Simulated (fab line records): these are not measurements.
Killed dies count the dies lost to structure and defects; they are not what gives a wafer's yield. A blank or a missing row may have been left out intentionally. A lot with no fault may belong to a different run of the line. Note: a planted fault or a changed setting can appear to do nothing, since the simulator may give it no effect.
Lot-split experiment	flow n5-finfet	39 wafers read from 7 lots, route of 1938 steps

## SPLIT DETAILS
At N5_PASSIVATION_PECVD_35 (deposits SiNx from SiH4/NH3/N2, target thk 700 nm, time 151.3 s), the setting time-s was moved away from the recipe's 151.3 s on 6 of the 39 wafers read, by -22.3% to +17.4%. All remaining wafers had this setting at the recipe value.

The split's own step is where the reading is taken.

## THE READING
SiNx_of_PASSIVATION_PECVD_35.thk-nm (the simulator's own value, which no gauge read), in nm, at N5_PASSIVATION_PECVD_35 (deposits SiNx from SiH4/NH3/N2, target thk 700 nm, time 151.3 s). No usual value for it is given in the file. Here, 33 wafers ran the recipe; their average is 691.1 nm with a standard deviation of 12 nm.

wafer	tool, chamber at the split	time-s as run, s	against the recipe	SiNx_of_PASSIVATION_PECVD_35.thk-nm, nm	against lot-mates on the recipe
L079.1	pecvd-02, 0	151.3	recipe	679	-
L079.2	pecvd-02, 1	151.3	recipe	680	-
L079.3	pecvd-02, 0	151.3	recipe	677.8	-
L079.4	pecvd-02, 1	151.3	recipe	690.2	-
L079.5	pecvd-02, 0	151.3	recipe	699.2	-
L079.6	pecvd-02, 1	151.3	recipe	688.8	-
L082.1	pecvd-02, 2	151.3	recipe	682.6	-
L082.2	pecvd-02, 0	151.3	recipe	680.4	-
L082.3	pecvd-02, 1	151.3	recipe	677.8	-
L082.4	pecvd-02, 0	151.3	recipe	689.8	-
L082.5	pecvd-02, 2	151.3	recipe	691.2	-
L082.6	pecvd-02, 1	151.3	recipe	689.6	-
L083.1	pecvd-02, 2	151.3	recipe	679.8	-
L083.2	pecvd-02, 1	151.3	recipe	678.4	-
L083.3	pecvd-02, 0	151.3	recipe	673.4	-
L083.4	pecvd-02, 1	151.3	recipe	692	-
L083.5	pecvd-02, 0	151.3	recipe	687	-
L083.6	pecvd-02, 2	151.3	recipe	690.8	-
L084.1	pecvd-02, 2	151.3	recipe	682.2	-
L084.2	pecvd-02, 0	151.3	recipe	681.4	-
L084.3	pecvd-02, 1	151.3	recipe	676.8	-
L084.4	pecvd-02, 1	151.3	recipe	693.4	-
L084.5	pecvd-02, 0	151.3	recipe	693.6	-
L084.6	pecvd-02, 2	151.3	recipe	693	-
L092.1	pecvd-01, 0	177.7	+17.4%	825.4	+118.7
L092.2	pecvd-01, 1	177.7	+17.4%	827.4	+120.7
L092.3	pecvd-01, 2	151.3	recipe	697	-
L092.4	pecvd-01, 0	177.7	+17.4%	827.2	+120.5
L092.5	pecvd-01, 2	151.3	recipe	707.4	-
L092.6	pecvd-01, 1	151.3	recipe	715.8	-
L096.2	pecvd-01, 2	151.3	recipe	697.6	-
L096.3	pecvd-01, 0	151.3	recipe	706.4	-
L096.6	pecvd-01, 2	151.3	recipe	715.4	-
L097.1	pecvd-03, 0	117.6	-22.3%	555.2	-150.7
L097.2	pecvd-03, 2	151.3	recipe	697	-
L097.3	pecvd-03, 1	117.6	-22.3%	541.4	-164.5
L097.4	pecvd-03, 1	151.3	recipe	703.6	-
L097.5	pecvd-03, 0	151.3	recipe	717	-
L097.6	pecvd-03, 2	117.6	-22.3%	548	-157.9

FIT RESULTS
A straight line over all 39 wafers: SiNx_of_PASSIVATION_PECVD_35.thk-nm changes by +6.94 nm for each +1% of time-s; r = +0.98; the points scatter about the line by 12 nm.
The same after taking each lot's own level away (the mean of its wafers on the recipe; 39 wafers): +7 nm for each +1%; r = +0.99; scatter 6.8 nm.
On that fit, the largest move of time-s shifts the reading by 1.6e+02 nm.
The span of the lots' own levels, 683.57 to 706.73 nm, comes to 2.0 times the standard deviation stated above.
Consequently the slope shifts little with the lot-to-lot level, the two slopes agreeing.
Check: for one of the wafers moved furthest among these (-22.3%), held out of the fit, the line's prediction against its lot-mates is -158 nm. It came out at -151 nm against them.

## OTHER SPLITS APPLIED TO THESE WAFERS
Other splits were also applied to these wafers ahead of the reading. Each is held against what the fit with the lots' levels taken away leaves over:
other split on the same wafers	wafers away from the commonest value	r with SiNx_of_PASSIVATION_PECVD_35.thk-nm (lot level and that fit taken away)
N5_BEOL_M13_ILD_DEP_00 time-s	18	+0.23

## THE FILE'S OWN FIT
SiNx_of_PASSIVATION_PECVD_35.thk-nm changes by +7 nm for each +1% of time-s, r = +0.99.
